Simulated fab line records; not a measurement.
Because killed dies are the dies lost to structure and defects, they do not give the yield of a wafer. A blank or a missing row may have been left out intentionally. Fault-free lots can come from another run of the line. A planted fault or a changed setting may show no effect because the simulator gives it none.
Which of the tools did it? | flow n5-finfet | Sampling: 22 lots, 66 wafers, 5 of 1938 route steps

## WHAT THE GAUGES SHOWED, per wafer
N5_GATE_CUT_INSPECT_26: inspects for defects (darkfield). Usual: 44 for raw-defect-count, sd 21.
lot  | measured     | on                | raw-defect-count | flag
L074 | day 4 19:41  | defect-inspect-02 | 36 38 34         |
L075 | day 5 06:47  | defect-inspect-01 | 29 21 40         |
L077 | day 5 12:07  | defect-inspect-02 | 46 65 41         |
L078 | day 5 18:07  | defect-inspect-01 | 18 34 9          |
L079 | day 6 01:10  | defect-inspect-02 | 91 75 49         |
L080 | day 6 04:01  | defect-inspect-02 | 34 35 28         |
L081 | day 6 10:54  | defect-inspect-02 | 28 48 33         |
L082 | day 6 17:02  | defect-inspect-01 | 46 21 33         |
L083 | day 6 22:04  | defect-inspect-01 | 31 20 46         |
L084 | day 7 06:29  | defect-inspect-01 | 41 46 42         |
L085 | day 7 08:10  | defect-inspect-02 | 27 29 21         |
L086 | day 7 13:11  | defect-inspect-01 | 38 29 42         |
L087 | day 7 22:50  | defect-inspect-02 | 96 79 59         |
L088 | day 8 04:33  | defect-inspect-02 | 26 38 39         |
L089 | day 8 09:38  | defect-inspect-02 | 35 45 35         |
L090 | day 8 19:37  | defect-inspect-02 | 50 85 76         |
L091 | day 8 21:56  | defect-inspect-01 | 43 72 28         |
L092 | day 9 03:52  | defect-inspect-01 | 54 26 52         |
L093 | day 9 10:43  | defect-inspect-02 | 37 30 30         |
L094 | day 9 22:04  | defect-inspect-01 | 56 35 15         |
L096 | day 10 04:55 | defect-inspect-02 | 103 62 70        |
L097 | day 10 11:01 | defect-inspect-01 | 33 39 84         |

N5_MOL_CONTACT_COAG_THK_MEAS_53. Usual: VIA_MOL_THK typically reads 44.0 nm, with standard deviation 0.68.
lot  | measured     | on            | VIA_MOL_THK (nm) | flag
L074 | day 5 10:13  | film-metro-02 | 44.1 44.6 45.2   |
L075 | day 5 19:13  | film-metro-01 | 42.1 43.1 43.9   |
L077 | day 6 02:01  | film-metro-02 | 44.7 44.9 45.4   |
L078 | day 6 08:01  | film-metro-02 | 43.6 43.8 44.8   |
L079 | day 6 15:07  | film-metro-01 | 43.8 43.7 44.4   |
L080 | day 6 18:03  | film-metro-01 | 44.0 43.5 44.6   |
L081 | day 6 23:55  | film-metro-02 | 44.1 44.0 44.2   |
L082 | day 7 05:19  | film-metro-02 | 43.1 44.0 44.0   |
L083 | day 7 13:25  | film-metro-01 | 44.4 43.8 43.4   |
L084 | day 7 22:25  | film-metro-02 | 42.9 43.5 44.0   |
L085 | day 7 22:39  | film-metro-01 | 43.3 42.7 43.3   |
L086 | day 8 02:54  | film-metro-01 | 43.6 42.6 44.0   |
L087 | day 8 14:16  | film-metro-02 | 44.2 44.0 44.6   |
L088 | day 8 19:08  | film-metro-02 | 43.7 44.4 44.0   |
L089 | day 9 00:17  | film-metro-01 | 44.6 44.6 44.6   |
L090 | day 9 09:43  | film-metro-02 | 44.5 44.1 44.8   |
L091 | day 9 11:11  | film-metro-01 | 44.0 45.9 44.8   |
L092 | day 9 17:41  | film-metro-02 | 44.4 44.5 44.3   |
L093 | day 9 23:04  | film-metro-02 | 43.7 43.6 44.6   |
L094 | day 10 14:28 | film-metro-02 | 43.6 43.8 44.1   |
L096 | day 10 19:19 | film-metro-02 | 43.6 43.6 45.2   |
L097 | day 11 01:22 | film-metro-02 | 44.3 43.2 44.3   |

## WHAT TOOL EACH LOT RAN ON (gives the tool, then ch and the chambers of the sampled wafers, and finally the start)
lot  | N5_GATE_CUT_CUT_ETCH_54           | N5_MOL_CONTACT_COAG_ETCH_106       | N5_MOL_CONTACT_COAG_ALD_131
L074 | rie-metal-02 ch 0,1, day 4 16:23  | rie-diel-01 ch 1,2, day 4 20:35    | ald-sin-03 ch 0,1, day 5 07:13
L075 | rie-metal-01 ch 0,1, day 5 02:18  | rie-diel-06 ch 0,2, day 5 07:25    | ald-sin-04 ch 0,1,2, day 5 16:20
L077 | rie-metal-02 ch 0, day 5 08:56    | rie-diel-06 ch 0,3, day 5 12:49    | ald-sin-02 ch 1,2,3, day 5 23:17
L078 | rie-metal-02 ch 0,1, day 5 15:08  | rie-diel-06 ch 0,2,3, day 5 18:50  | ald-sin-03 ch 0,1,2, day 6 05:11
L079 | rie-metal-03 ch 0,1, day 5 22:10  | rie-diel-06 ch 0,2,3, day 6 01:40  | ald-sin-03 ch 0,1,2, day 6 12:01
L080 | rie-metal-02 ch 1, day 6 01:07    | rie-diel-06 ch 0,1, day 6 04:56    | ald-sin-02 ch 0,1,2, day 6 15:21
L081 | rie-metal-02 ch 0,1, day 6 08:01  | rie-diel-01 ch 1,2, day 6 11:34    | ald-sin-02 ch 2,3, day 6 21:05
L082 | rie-metal-02 ch 0,1, day 6 13:49  | rie-diel-05 ch 0,1, day 6 17:46    | ald-sin-03 ch 0,3, day 7 02:26
L083 | rie-metal-03 ch 0,1, day 6 19:10  | rie-diel-05 ch 0,2,3, day 6 22:42  | ald-sin-04 ch 0,1, day 7 10:14
L084 | rie-metal-03 ch 0,1, day 7 02:38  | rie-diel-01 ch 0,1, day 7 08:01    | ald-sin-04 ch 0,1, day 7 18:23
L085 | rie-metal-01 ch 0,1, day 7 05:16  | rie-diel-06 ch 0,1,3, day 7 09:20  | ald-sin-04 ch 0,1,2, day 7 19:25
L086 | rie-metal-03 ch 0, day 7 10:17    | rie-diel-01 ch 0,1,2, day 7 13:41  | ald-sin-03 ch 1,2,3, day 7 23:47
L087 | rie-metal-03 ch 0,1, day 7 19:52  | rie-diel-01 ch 0,1,2, day 7 23:20  | ald-sin-04 ch 1,2, day 8 11:25
L088 | rie-metal-02 ch 0,1, day 8 01:38  | rie-diel-05 ch 0,3, day 8 05:12    | ald-sin-04 ch 0,1, day 8 16:17
L089 | rie-metal-01 ch 1, day 8 06:34    | rie-diel-06 ch 0,1,3, day 8 10:34  | ald-sin-03 ch 0,2,3, day 8 20:50
L090 | rie-metal-03 ch 0,1, day 8 15:59  | rie-diel-05 ch 0,2, day 8 20:26    | ald-sin-04 ch 0,1,3, day 9 06:59
L091 | rie-metal-02 ch 0,1, day 8 18:13  | rie-diel-05 ch 0,1,3, day 8 22:29  | ald-sin-04 ch 1,2, day 9 08:26
L092 | rie-metal-01 ch 0,1, day 9 00:58  | rie-diel-06 ch 0,1,3, day 9 04:22  | ald-sin-02 ch 1,2,3, day 9 14:25
L093 | rie-metal-03 ch 0,1, day 9 07:49  | rie-diel-06 ch 0,1,3, day 9 11:14  | ald-sin-03 ch 0,1,2, day 9 20:23
L094 | rie-metal-02 ch 0,1, day 9 18:55  | rie-diel-05 ch 0,1,3, day 9 22:53  | ald-sin-03 ch 0,1,2, day 10 11:37
L096 | rie-metal-01 ch 0,1, day 10 01:58 | rie-diel-05 ch 0,2,3, day 10 05:34 | ald-sin-02 ch 0,1,2, day 10 16:22
L097 | rie-metal-03 ch 0,1, day 10 08:04 | rie-diel-06 ch 1,2,3, day 10 11:38 | ald-sin-03 ch 1,2,3, day 10 22:30
- N5_GATE_CUT_CUT_ETCH_54: etches TiN in Cl2/BCl3, target depth 96.7 nm.
- N5_MOL_CONTACT_COAG_ETCH_106: etches SOC in N2/H2, target depth 80 nm, overetch 16 nm, time 120 s.
- N5_MOL_CONTACT_COAG_ALD_131: deposits SiO2, target thk 5 nm, pulse time 1 s, co reactant pulse time 1 s.

## AS READ BY THE TOOLS THEMSELVES (means over the sampled wafers that have a number; for cases with no such wafer, the mark the record gives instead)
N5_GATE_CUT_CUT_ETCH_54. Usual: chamber-pressure-mTorr 10.000 mTorr, standard deviation 0.0083; drypump-motor-current-A 6.07 A, standard deviation 0.28; etch-rf-on-time-s 36.7 s, standard deviation 0.67; he-backside-leak-sccm 3.50 sccm, standard deviation 0.25; oes-product-au 0.73 a.u., standard deviation 0.1; throttle-valve-pct 22.22 %, standard deviation 0.19.
lot  | tool         | chamber-pressure-mTorr (mTorr) | drypump-motor-current-A (A) | etch-rf-on-time-s (s) | he-backside-leak-sccm (sccm) | oes-product-au (a.u.) | throttle-valve-pct (%) | flag
L074 | rie-metal-02 | 10.000                         | 6.16                        | 37.1                  | 3.39                         | 0.62                  | 22.68                  |
L075 | rie-metal-01 | 10.004                         | 5.56                        | 36.3                  | 3.57                         | 0.73                  | 21.99                  |
L077 | rie-metal-02 | 10.002                         | 6.11                        | 36.8                  | 3.51                         | 0.84                  | 22.21                  |
L078 | rie-metal-02 | 10.001                         | 6.16                        | 36.3                  | 3.24                         | 0.85                  | 22.36                  |
L079 | rie-metal-03 | 10.002                         | 6.14                        | 37.2                  | 3.51                         | 0.62                  | 22.13                  |
L080 | rie-metal-02 | 9.997                          | 6.18                        | 35.5                  | 3.14                         | 0.86                  | 22.43                  |
L081 | rie-metal-02 | 10.006                         | 6.18                        | 35.9                  | 3.20                         | 0.84                  | 22.37                  |
L082 | rie-metal-02 | 10.002                         | 6.15                        | 36.4                  | 3.38                         | 0.83                  | 22.29                  |
L083 | rie-metal-03 | 10.006                         | 6.13                        | 37.0                  | 3.50                         | 0.62                  | 22.14                  |
L084 | rie-metal-03 | 9.993                          | 6.22                        | 36.8                  | 3.49                         | 0.68                  | 22.16                  |
L085 | rie-metal-01 | 10.002                         | 5.83                        | 36.5                  | 3.51                         | 0.73                  | 22.17                  |
L086 | rie-metal-03 | 10.002                         | 6.31                        | 36.7                  | 3.55                         | 0.74                  | 22.17                  |
L087 | rie-metal-03 | 10.009                         | 6.23                        | 36.9                  | 3.52                         | 0.68                  | 22.15                  |
L088 | rie-metal-02 | 9.997                          | 6.16                        | 36.5                  | 3.39                         | 0.80                  | 22.30                  |
L089 | rie-metal-01 | 9.988                          | 6.13                        | 36.8                  | 3.42                         | 0.73                  | 22.35                  |
L090 | rie-metal-03 | 10.000                         | 6.12                        | 37.2                  | 3.49                         | 0.61                  | 22.16                  |
L091 | rie-metal-02 | 10.002                         | 6.16                        | 36.9                  | 3.31                         | 0.79                  | 22.31                  |
L092 | rie-metal-01 | 9.992                          | 5.85                        | 36.9                  | 3.66                         | 0.72                  | 22.19                  |
L093 | rie-metal-03 | 10.000                         | 6.22                        | 36.9                  | 3.54                         | 0.67                  | 22.16                  |
L094 | rie-metal-02 | 10.000                         | 6.16                        | 35.6                  | 3.26                         | 0.80                  | 22.37                  |
L096 | rie-metal-01 | 9.998                          | 5.84                        | 36.9                  | 3.78                         | 0.71                  | 22.19                  |
L097 | rie-metal-03 | 10.002                         | 6.20                        | 37.3                  | 3.53                         | 0.66                  | 22.18                  |

N5_MOL_CONTACT_COAG_ETCH_106. Usual: chamber-pressure-mTorr 30.000 mTorr, standard deviation 0.03; drypump-motor-current-A 5.7 A, standard deviation 0.57; oes-product-au 0.69 a.u., standard deviation 0.072; rf-vpp-V 522.9 V, standard deviation 2.2; showerhead-plenum-p-Torr 2.51 Torr, standard deviation 0.073; throttle-valve-pct 17.85 %, standard deviation 0.29.
lot  | tool        | chamber-pressure-mTorr (mTorr) | drypump-motor-current-A (A) | oes-product-au (a.u.) | rf-vpp-V (V) | showerhead-plenum-p-Torr (Torr) | throttle-valve-pct (%) | flag
L074 | rie-diel-01 | 30.027                         | 6.0                         | 0.75                  | 524.7        | 2.57                            | 17.38                  |
L075 | rie-diel-06 | 29.989                         | 6.3                         | 0.65                  | 520.8        | 2.46                            | 17.81                  |
L077 | rie-diel-06 | 29.984                         | 5.6                         | 0.68                  | 522.9        | 2.51                            | 17.89                  |
L078 | rie-diel-06 | 30.043                         | 5.9                         | 0.65                  | 521.7        | 2.46                            | 17.95                  |
L079 | rie-diel-06 | 30.010                         | 5.9                         | 0.65                  | 521.7        | 2.46                            | 17.95                  |
L080 | rie-diel-06 | 29.995                         | 5.4                         | 0.70                  | 523.0        | 2.51                            | 17.82                  |
L081 | rie-diel-01 | 29.996                         | 5.5                         | 0.70                  | 524.0        | 2.56                            | 17.58                  |
L082 | rie-diel-05 | 30.005                         | 6.0                         | 0.74                  | 522.4        | 2.49                            | 17.65                  |
L083 | rie-diel-05 | 29.999                         | 5.9                         | 0.68                  | 525.3        | 2.58                            | 17.83                  |
L084 | rie-diel-01 | 30.014                         | 5.0                         | 0.71                  | 522.9        | 2.49                            | 17.85                  |
L085 | rie-diel-06 | 30.007                         | 5.3                         | 0.67                  | 521.4        | 2.48                            | 18.03                  |
L086 | rie-diel-01 | 30.016                         | 5.5                         | 0.72                  | 523.3        | 2.52                            | 17.63                  |
L087 | rie-diel-01 | 29.995                         | 5.5                         | 0.71                  | 523.2        | 2.52                            | 17.65                  |
L088 | rie-diel-05 | 29.986                         | 6.1                         | 0.74                  | 523.3        | 2.53                            | 17.72                  |
L089 | rie-diel-06 | 30.001                         | 5.3                         | 0.66                  | 521.5        | 2.47                            | 18.04                  |
L090 | rie-diel-05 | 30.006                         | 5.9                         | 0.72                  | 524.1        | 2.53                            | 17.63                  |
L091 | rie-diel-05 | 29.981                         | 6.0                         | 0.68                  | 524.2        | 2.53                            | 17.87                  |
L092 | rie-diel-06 | 29.995                         | 5.3                         | 0.65                  | 521.3        | 2.47                            | 18.06                  |
L093 | rie-diel-06 | 30.012                         | 5.3                         | 0.65                  | 521.1        | 2.47                            | 18.07                  |
L094 | rie-diel-05 | 29.982                         | 6.0                         | 0.68                  | 523.9        | 2.53                            | 17.89                  |
L096 | rie-diel-05 | 30.032                         | 5.9                         | 0.76                  | 524.2        | 2.57                            | 17.75                  |
L097 | rie-diel-06 | 30.014                         | 5.7                         | 0.72                  | 523.5        | 2.53                            | 18.00                  |

N5_MOL_CONTACT_COAG_ALD_131. Usual: heater-power-outer-w 42 W, standard deviation 3.3; heater-power-w 80 W, standard deviation 6.3; precursor-pulse-height-rel 0.999, standard deviation 0.02; susceptor-temp-C 100.01 C, standard deviation 0.12.
lot  | tool       | heater-power-outer-w (W) | heater-power-w (W) | precursor-pulse-height-rel | susceptor-temp-C (C) | flag
L074 | ald-sin-03 | 44                       | 80                 | 1.023                      | 100.01               |
L075 | ald-sin-04 | 42                       | 81                 | 0.985                      | 99.94                |
L077 | ald-sin-02 | 40                       | 76                 | 0.990                      | 100.06               |
L078 | ald-sin-03 | 44                       | 82                 | 0.989                      | 99.90                |
L079 | ald-sin-03 | 45                       | 82                 | 1.002                      | 100.02               |
L080 | ald-sin-02 | 39                       | 75                 | 0.989                      | 100.00               |
L081 | ald-sin-02 | 41                       | 76                 | 1.008                      | 99.96                |
L082 | ald-sin-03 | 47                       | 90                 | 1.009                      | 99.92                |
L083 | ald-sin-04 | 41                       | 81                 | 0.978                      | 100.05               |
L084 | ald-sin-04 | 41                       | 80                 | 0.995                      | 99.98                |
L085 | ald-sin-04 | 41                       | 79                 | 0.995                      | 99.97                |
L086 | ald-sin-03 | 42                       | 80                 | 1.005                      | 100.01               |
L087 | ald-sin-04 | 42                       | 79                 | 1.002                      | 99.99                |
L088 | ald-sin-04 | 41                       | 82                 | 0.990                      | 99.90                |
L089 | ald-sin-03 | 45                       | 86                 | 0.996                      | 99.94                |
L090 | ald-sin-04 | 40                       | 80                 | 0.992                      | 99.98                |
L091 | ald-sin-04 | 43                       | 78                 | 1.007                      | 100.00               |
L092 | ald-sin-02 | 39                       | 72                 | 0.999                      | 100.07               |
L093 | ald-sin-03 | 46                       | 82                 | 1.001                      | 99.98                |
L094 | ald-sin-03 | 46                       | 83                 | 0.977                      | 99.98                |
L096 | ald-sin-02 | 40                       | 75                 | 0.979                      | 99.92                |
L097 | ald-sin-03 | 43                       | 80                 | 1.007                      | 99.99                |

## THE ANSWER, worked out from the rows above alone
Rule: a lot is off if the mean of its wafers that have a number lies more than 3 standard deviations from the usual mean. A lot without any number at a reading at which 4 lots or more have one is off too. All remaining lots with rows at the step are treated as sound. Order of review: gauges by route order, followed by the tools' own readings, for which a lot's mean as printed above is used. The first step at which some lot is off is used, and at that step the reading that is off furthest; a lot without a number counts as furthest.
Nothing can be told from this: no lot is off at any reading shown.

## WHAT HAD BEEN PUT IN BY THE SIMULATOR
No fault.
